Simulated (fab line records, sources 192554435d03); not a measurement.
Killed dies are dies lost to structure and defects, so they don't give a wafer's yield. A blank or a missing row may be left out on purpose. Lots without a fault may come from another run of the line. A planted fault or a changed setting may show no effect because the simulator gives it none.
fab line records | flow n5_finfet
record lots=4 wafers=12 last_day=17
route steps=1938 shown SD_EPI_N@276 SD_EPI_P@295 SD_ACTIVATION@332 MOL_CONTACT_COAG@537 BEOL_M4@1111 PASSIVATION@1936
lots that met no fault: from a run of the same line without faults
start_h: hours from the record's first day to the start of the lot's first wafer shown | wait_h: hours since the lot's step before | " the same as in the row above | L1.1+2: a row that stands for several wafers | - no value, or no start given | * or withheld: withheld | < > ~ a bound
route shown NAME@n: a module of which the file shows steps, and the number in the route of the first | usual: mean/standard deviation of fault-free wafers | same: alike in all rows | chamber/n: place in a boat | sites: the reading at each site | _std_site: their standard deviation | _edge_site: outer sites' mean less inner sites' | radius_mm: how far each site lies from the wafer's centre | mask NAME#n: copy n | behind: the tool/chamber that last shaped the wafer | hold: why the lot was held/for how many hours/how that ended | device: the transistor (n, p or np) that didn't switch | end of line: the same wafers' tests at the end of the route | a step without rows: its recipe alone | killed: dies lost to structure and defects at the first sort, not the wafer's yield | map: a wafer's dies, x killed, . not, _ none there
set.NAME: the setting as run; set.NAME@STEP: as run at that earlier step | model.NAME: the simulator's own value behind a step, which no gauge read
lots at some steps of the route; a table a step, a row a wafer
services: from which hour (start_h, from the record's first day; less than 0 if before it) a tool's chamber was out of use, for how many hours, and why
## steps
# step N5_SD_EPI_N_STRIP_36
# recipe chemistry=N2/H2 temp_c=40 n2_flow_sccm=200 h2_flow_sccm=200 rf_frequency_hz=6e+07
# step N5_SD_EPI_N_ETCHBACK_44
# recipe chemistry=CH3F/O2 mode=anisotropic_etchback target=SiNx target_depth_a=145 stop_on=SiO2 over_etch_frac=0.3 ion_energy_ev=120 pressure_mtorr=30 source_w=395 bias_w=73 Ar_flow_sccm=150 CH3F_flow_sccm=30 O2_flow_sccm=20
# step N5_SD_EPI_N_ETCH_45
# recipe chemistry=CH3F/O2 target=SiOCN target_depth_a=60 mask_material=SOC ion_energy_ev=60 bias_w=29 pressure_mtorr=15 source_w=410 Ar_flow_sccm=150 CH3F_flow_sccm=30 O2_flow_sccm=20
# step N5_SD_EPI_N_ETCH_16
# recipe chemistry=CHF3/O2 target=SiO2 target_depth_a=50 mask_material=SOC pressure_mtorr=30 source_w=650 bias_w=170 Ar_flow_sccm=200 CHF3_flow_sccm=50 O2_flow_sccm=5 ion_energy_ev=200
# step N5_SD_EPI_N_STRIP_47
# recipe chemistry=CHF3/O2 resist=SiARC rf_frequency_hz=6e+07
# step N5_SD_EPI_N_SD_RECESS_17
# recipe chemistry=HBr/Cl2/O2 target_depth_a=410 mask_material=SOC time_s=23.7 bt_time_s=3 pressure_mtorr=10 icp_w=800 bias_w=112 HBr_flow_sccm=150 Cl2_flow_sccm=80 O2_flow_sccm=12
# step N5_SD_EPI_N_STRIP_38
# recipe chemistry=N2/H2 power_w=1000 temp_c=250 h2_frac=0.65 overash_fraction=0.3 pressure_mtorr=withheld n2_flow_sccm=1750 h2_flow_sccm=3250
# step N5_SD_EPI_N_WET_ETCH_43
# recipe chemistry=dHF dilution=withheld time_s=14 target=SiO2 target_depth_a=15 temp_c=25
# step N5_SD_EPI_N_STRIP_18
# recipe chemistry=SPM time_s=750 temp_c=130 h2so4_h2o2_vol_ratio=4
# step N5_SD_EPI_N_SRD_20
# recipe dry=ipa_marangoni do_ppb=5 time_s=30 temp_c=23 rinse_liquid=diw
# step N5_SD_EPI_N_PRECLEAN_48
# recipe chemistry=NF3:NH3 afs_cycles=2 temp_c=30 time_s=20 sublimation_temp_c=180 sublimation_time_s=60 pressure_torr=3 rf_power_w=30
# step N5_SD_EPI_N_VAPOR_ETCH_50
# recipe chemistry=HCl target=Si temp_c=775 time_s=54 pressure_torr=20 mode=isotropic
# step N5_SD_EPI_N_EPI_21
# recipe material=Si:P dopant=P temp_c=680 pressure_torr=255 time_s=690
# columns lot.wafer tool chamber start_h wait_h model.Si-P_of_SD_EPI_N_EPI_21.thk_nm
L203.1 epi_rpcvd-03 0 108.46 0.2 58
L203.3 " 0 " " 58.6
L203.5 " 0 " " 58.4
L211.1 epi_rpcvd-03 0 151.26 0.2 52.6
L211.2 " 0 " " 52.4
L211.6 " 0 153.12 1.9 52.2
L213.4 epi_rpcvd-03 0 160.08 1.2 52.8
L213.5 " 0 " " 53
L213.6 " 0 " " 52.2
L217.1 epi_rpcvd-01 0 185.04 0.1 58.8
L217.5+6 " 0 186.16 1.1 59
# step N5_SD_EPI_N_EPI_MEAS_23
# recipe mode=xrd
# usual thk_nm=59.2/1.3
# columns lot.wafer tool chamber start_h wait_h thk_nm
L203.1 film_metro-01 - 110.73 1.9 57.6
L203.3 " - " " 58.4
L203.5 " - " " 59.5
L211.1 film_metro-02 - 153.53 1.9 53.2
L211.2 " - " " 52.1
L211.6 " - " " 52.6
L213.4 film_metro-02 - 161.26 0.8 52.0
L213.5 " - " " 53.2
L213.6 " - " " 51.2
L217.1 film_metro-01 - 186.77 1.4 57.0
L217.5 " - " " 59.5
L217.6 " - " " 59.9
# step N5_SD_EPI_N_PRECLEAN_24
# recipe chemistry=O3/DIW time_s=60 temp_c=22 o3_ppm=10
# step N5_SD_EPI_N_SRD_25
# recipe time_s=30 temp_c=23 rinse_liquid=diw dry=ipa_marangoni
# step N5_SD_EPI_N_PRECLEAN_49
# recipe chemistry=NF3:NH3 afs_cycles=1 temp_c=30 time_s=20 sublimation_temp_c=180 sublimation_time_s=60 pressure_torr=3 rf_power_w=30
# step N5_SD_EPI_N_LINER_46
# recipe material=SiNx target_thk_a=30 temp_c=400 ald_precursor_family=SiH2I2 ald_co_reactant=N2/H2-plasma pressure_torr=2
# step N5_SD_EPI_P_COAT_34
# recipe resist=SOC temp_c=250 time_s=60 spin_rpm=1500 resist_thk_nm=350
# step N5_SD_EPI_P_COAT_35
# recipe resist=SiARC temp_c=220 time_s=60 spin_rpm=1500 resist_thk_nm=35
# step N5_SD_EPI_P_COAT_03
# recipe resist=CAR-ArF-block spin_rpm=1500 resist_thk_nm=150
# step N5_SD_EPI_P_EBR_05
# recipe solvent=PGMEA ebr_width_mm=1.5
# step N5_SD_EPI_P_SOFTBAKE_04
# recipe temp_c=110 time_s=60 resist=CAR-ArF-block
# step N5_SD_EPI_P_EXPOSE_06
# recipe mask_id=SD_P_BLK na=1.35 source_shape=conventional sigma_outer=0.8 polarization=unpolarized target_cd_nm=240 dose_mj=39.5
# step N5_SD_EPI_P_PEB_07
# recipe peb_temp_c=110 peb_time_s=60 resist=CAR-ArF-block
# step N5_SD_EPI_P_DEVELOP_08
# recipe develop_time_s=30 developer=TMAH resist=CAR-ArF-block dev_temp_c=23 rinse_liquid=diw dry=air_spin
# step N5_SD_EPI_P_DESCUM_14
# recipe chemistry=O2 time_s=7.9 source_power_w=50 bias_power_w=20 pressure_mtorr=20 rf_frequency_hz=2.712e+07 temp_c=40 resist=CAR-ArF-block o2_flow_sccm=225
# step N5_SD_EPI_P_ETCH_36
# recipe chemistry=CF4 target=SiARC target_depth_a=455 mask_material=CAR-ArF-block time_s=75.8 ion_energy_ev=80 pressure_mtorr=40 source_w=545 bias_w=36 Ar_flow_sccm=100 cf4_flow_sccm=100 ends=cleared
# step N5_SD_EPI_P_ETCH_37
# recipe chemistry=N2/H2 target=SOC overetch_a=1080 mask_material=SiARC temp_c=40 ion_energy_ev=100 source_w=3000 bias_w=133 pressure_mtorr=20 time_s=486 n2_flow_sccm=200 h2_flow_sccm=200 ends=end_point
# step N5_SD_EPI_P_STRIP_38
# recipe chemistry=N2/H2 temp_c=40 n2_flow_sccm=200 h2_flow_sccm=200 rf_frequency_hz=6e+07
# step N5_SD_EPI_P_ETCHBACK_46
# recipe chemistry=CH3F/O2 mode=anisotropic_etchback target=SiNx target_depth_a=175 stop_on=SiO2 over_etch_frac=0.3 ion_energy_ev=120 pressure_mtorr=30 source_w=395 bias_w=73 Ar_flow_sccm=150 CH3F_flow_sccm=30 O2_flow_sccm=20
# step N5_SD_EPI_P_ETCH_47
# recipe chemistry=CH3F/O2 target=SiOCN target_depth_a=250 mask_material=SOC ion_energy_ev=60 bias_w=29 pressure_mtorr=30 source_w=410 Ar_flow_sccm=150 CH3F_flow_sccm=30 O2_flow_sccm=20
# step N5_SD_EPI_P_ETCH_16
# recipe chemistry=CHF3/O2 target=SiO2 target_depth_a=50 mask_material=SOC pressure_mtorr=30 source_w=650 bias_w=170 Ar_flow_sccm=200 CHF3_flow_sccm=50 O2_flow_sccm=5 ion_energy_ev=200
# step N5_SD_EPI_P_STRIP_50
# recipe chemistry=CHF3/O2 resist=SiARC rf_frequency_hz=6e+07
# step N5_SD_EPI_P_SD_RECESS_17
# recipe chemistry=HBr/Cl2/O2 target_depth_a=391 bt_time_s=3 pressure_mtorr=10 icp_w=800 bias_w=112 HBr_flow_sccm=150 Cl2_flow_sccm=80 O2_flow_sccm=12
# step N5_SD_EPI_P_WET_ETCH_45
# recipe chemistry=dHF dilution=withheld time_s=10.7 target=SiO2 target_depth_a=20 temp_c=25 dry=ipa_marangoni rinse_time_s=30 rinse_temp_c=23
# step N5_SD_EPI_P_STRIP_40
# recipe chemistry=N2/H2 power_w=1000 temp_c=250 h2_frac=0.65 overash_fraction=0.3 pressure_mtorr=withheld n2_flow_sccm=1750 h2_flow_sccm=3250
# step N5_SD_EPI_P_PRECLEAN_52
# recipe chemistry=O3/DIW time_s=60 temp_c=22 o3_ppm=10
# step N5_SD_ACTIVATION_RS_MEAS_03
# recipe thk_meas_gauge=four-point-probe
# usual RS_SD_N=21.9/0.34 RS_SD_P=56.1/0.71
# columns lot.wafer tool chamber start_h wait_h RS_SD_N[ohm/sq] RS_SD_P[ohm/sq]
L203.1 film_metro-02 - 116.65 0.2 22.1 55.7
L203.3 " - " " 22.1 56.0
L203.5 " - " " 22.1 55.8
L211.1 film_metro-01 - 160.03 0.2 24.6 56.1
L211.2 " - " " 25.1 56.3
L211.6 " - " " 25.0 56.4
L213.4 film_metro-02 - 166.84 0.1 24.1 57.5
L213.5 " - " " 24.0 57.9
L213.6 " - " " 24.6 57.2
L217.1 film_metro-02 - 192.53 0.2 22.0 55.5
L217.5 " - " " 22.0 56.3
L217.6 " - " " 21.8 56.1
# step N5_MOL_CONTACT_COAG_ETCH_15
# recipe chemistry=CH3F/O2 target=SiNx target_depth_a=70 mask_material=SOC stop_on=Si:P over_etch_frac=0.75 ion_energy_ev=120 pressure_mtorr=30 source_w=395 bias_w=73 Ar_flow_sccm=150 CH3F_flow_sccm=30 O2_flow_sccm=20
# usual O2_flow_sccm=20.00/0.065 drypump_motor_current_A=5.9/0.52 mfc_ar_sccm=150.0/0.47 oes_product_au=0.62/0.041 rf_vpp_V=299/5.1 showerhead_plenum_p_Torr=2.03/0.064 throttle_valve_pct=16.36/0.23
# columns lot.wafer tool chamber start_h wait_h O2_flow_sccm drypump_motor_current_A mfc_ar_sccm oes_product_au rf_hours_counter_h rf_vpp_V showerhead_plenum_p_Torr throttle_valve_pct model.Si-P_of_SD_EPI_N_EPI_21.thk_nm
L203.1 rie_diel-01 1 146.42 0.0 20.00 6.0 149.3 0.65 58 292 1.96 16.69 57.2
L203.3 " 3 " " 20.03 5.5 149.7 0.60 82 301 2.02 16.50 57.8
L203.5 " 2 " " 19.92 6.3 150.8 0.65 - 308 2.04 16.37 57.6
L211.1 rie_diel-06 1 192.35 0.0 19.98 5.7 149.9 0.63 61 297 2.04 16.31 51.8
L211.2 " 2 " " 20.07 5.1 149.8 0.54 170 293 1.90 16.46 51.6
L211.6 " 2 " " 20.00 5.1 149.7 0.53 - 293 1.90 16.47 51.4
L213.4 rie_diel-01 2 198.63 0.0 20.05 6.2 150.5 0.63 45 306 2.03 16.40 52.2
L213.5 " 0 " " 19.98 5.2 150.1 0.60 - 301 2.03 16.09 52.2
L213.6 " 3 " " 19.92 5.6 150.4 0.58 - 301 2.01 16.54 51.6
L217.1 rie_diel-01 0 221.58 0.0 19.96 5.2 150.8 0.59 98 301 2.03 16.10 58
L217.5 " 0 " " 20.02 5.2 151.0 0.59 - 301 2.03 16.11 58.2
L217.6 " 3 " " 20.03 5.5 150.8 0.58 - 301 2.01 16.53 58.2
# step N5_BEOL_M4_RC_MEAS_101
# usual DIBL_N=37.2/1.8 DIBL_P=37.5/2.5 IOFF_N=0.17/0.038 IOFF_P=0.24/0.046 ION_N=681/13 ION_P=469/8.5 RS_SD_N=28.3/0.4 SS_N=71.7/0.6 SS_P=73.6/0.69 VT_N=249/3.4 VT_P=-248/3.6
# columns lot.wafer tool chamber start_h wait_h DIBL_N[mV/V] DIBL_P[mV/V] IOFF_N[nA/um] IOFF_P[nA/um] ION_N[uA/um] ION_P[uA/um] RS_SD_N[ohm/sq] SS_N[mV/dec] SS_P[mV/dec] VT_N[mV] VT_P[mV]
L203.1 prober-02 0 211.75 0.0 34.6 33.8 0.13 0.19 665 459 28.8 70.7 73.1 252 -249
L203.3 " 0 " " 36.6 37.4 0.17 0.25 685 472 28.4 71.6 73.4 249 -248
L203.5 " 0 " " 37.1 36.9 0.17 0.23 667 467 28.8 72.2 73.7 253 -249
L211.1 prober-01 0 263.63 0.0 39.2 37.6 0.21 0.28 683 470 32.0 71.6 74.1 245 -247
L211.2 " 0 " " 38.6 37.1 0.18 0.27 679 470 31.9 71.5 74.3 252 -245
L211.6 " 0 " " 42.2 41.0 0.30 0.36 697 474 32.4 72.5 74.6 244 -244
L213.4 prober-02 0 288.17 0.5 35.4 35.0 0.12 0.15 657 447 31.6 70.9 72.2 256 -259
L213.5 " 0 " " 34.4 34.2 0.10 0.14 650 447 31.7 70.5 72.4 255 -258
L213.6 " 0 " " 38.3 39.2 0.18 0.22 678 463 32.0 71.5 73.5 247 -252
L217.1 prober-01 0 295.26 0.0 32.8 32.0 0.11 0.16 665 466 28.3 70.5 72.1 256 -252
L217.5 " 0 " " 37.1 37.5 0.18 0.24 685 470 28.5 71.8 73.7 249 -249
L217.6 " 0 " " 36.1 36.4 0.16 0.22 682 470 28.6 71.8 72.9 252 -245
# step N5_PASSIVATION_PROBE_49
# usual defect_limited_yield=91.2/1.4 killed_at_M0_to_M3=32/10 killed_at_M4_up=14/6.2 killed_at_contacts=12/6.3 killed_at_front_end=42/13 killed_at_other=4/3.4 killed_dies=104/17 killed_open=67/12 killed_short=34/8.1 sort_bin_4_leakage=0.02/0.13 sort_bin_5_function=5.2/0.93 sort_bin_6_memory=3.2/0.65 sort_n_pass=1075/16 sort_yield_pct=91.1/1.4
# same gross_dies=1180 killed_at_back_side=0 sort_bin_8_speed[%]=0
# columns lot.wafer tool chamber start_h wait_h defect_limited_yield[%] killed_at_M0_to_M3 killed_at_M4_up killed_at_contacts killed_at_front_end killed_at_other killed_dies killed_open killed_short sort_bin_4_leakage[%] sort_bin_5_function[%] sort_bin_6_memory[%] sort_n_pass sort_yield_pct[%]
L203.1 prober-02 - 325.33 0.0 92.9 9 9 23 35 8 84 51 25 0 4.0 2.6 1096 92.9
L203.3 prober-02 - 325.43 0.1 92.1 22 9 26 32 4 93 60 25 0 4.2 2.7 1087 92.1
L203.5 prober-02 - 325.53 0.2 92.4 28 11 18 30 3 90 48 41 0 4.1 3.0 1090 92.4
L211.6 prober-02 - 372.26 0.3 91.5 24 10 11 50 5 100 63 37 0.59 5.5 2.9 1073 90.9
# killed by level:class
L203.1 MOL_CONTACT_COAG:geometric_particle:open=19 DUMMY_GATE:geometric_particle:open=10 FIN_SAQP:geometric_particle:short=7 STI_FIN_REVEAL:geometric_particle:open=5 HKMG_FIN:area_etch=5 MOL_CONTACT_COAG:geometric_particle:short=4 BEOL_M1:geometric_particle:open=4 BEOL_M4:geometric_particle:open=3
L203.3 MOL_CONTACT_COAG:geometric_particle:open=22 STARTING-WAFER:geometric_particle:open=7 HKMG_FIN:area_etch=7 FIN_SAQP:geometric_particle:short=6 BEOL_M0_SAQP:geometric_particle:open=6 MOL_CONTACT_COAG:geometric_particle:short=4 BEOL_M0_SAQP:geometric_particle:short=4 BEOL_M2:geometric_particle:open=4
L203.5 MOL_CONTACT_COAG:geometric_particle:open=12 MOL_CONTACT_COAG:geometric_particle:short=6 BEOL_M0:geometric_particle:short=6 DUMMY_GATE:geometric_particle:short=5 BEOL_M1:geometric_particle:open=5 BEOL_M2:geometric_particle:open=5 FIN_SAQP:geometric_particle:short=4 STI_FIN_REVEAL:geometric_particle:open=4
L211.6 STI_FIN_REVEAL:geometric_particle:open=17 MOL_CONTACT_COAG:geometric_particle:open=11 FIN_SAQP:geometric_particle:short=10 FIN_SAQP:geometric_particle:open=6 BEOL_M3:geometric_particle:open=6 BEOL_M0_SAQP:geometric_particle:short=4 STI_FIN_REVEAL:geometric_particle:short=3 DUMMY_GATE:geometric_particle:open=3
## services
# columns tool chamber start_h hours kind
rie_diel-06 - 128.22 14.6 pm
rie_diel-06 - 142.82 4.3 pm
rie_diel-06 - 182.72 0.3 repair
## key
first_sign step=N5_SD_EPI_N_EPI_MEAS_23 reading=thk_nm direction=down sigmas=5.3 usual=* struck=*
effect step=N5_SD_ACTIVATION_RS_MEAS_03 reading=RS_SD_N direction=up sigmas=7.9 usual=21.9 struck=24.6
effect step=N5_BEOL_M4_RC_MEAS_101 reading=RS_SD_N direction=up sigmas=9.1 usual=28.3 struck=31.9
model_effect step=N5_SD_EPI_N_EPI_21 value=Si-P_of_SD_EPI_N_EPI_21.thk_nm without=60.17 struck=52.53
model_effect step=N5_MOL_CONTACT_COAG_ETCH_15 value=Si-P_of_SD_EPI_N_EPI_21.thk_nm without=59.35 struck=51.75
met_at N5_SD_EPI_N_EPI_21
struck_wafers L211.1,L211.2,L211.6,L213.4,L213.5,L213.6
onset_between 108.46 151.26
fault kind=process_parameter_drift tool=epi_rpcvd-03 chamber=- onset_h=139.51 steps=N5_SD_EPI_N_EPI_21 channel=time_s offset=* shape=step end_h=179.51 acts_in=* stated=*
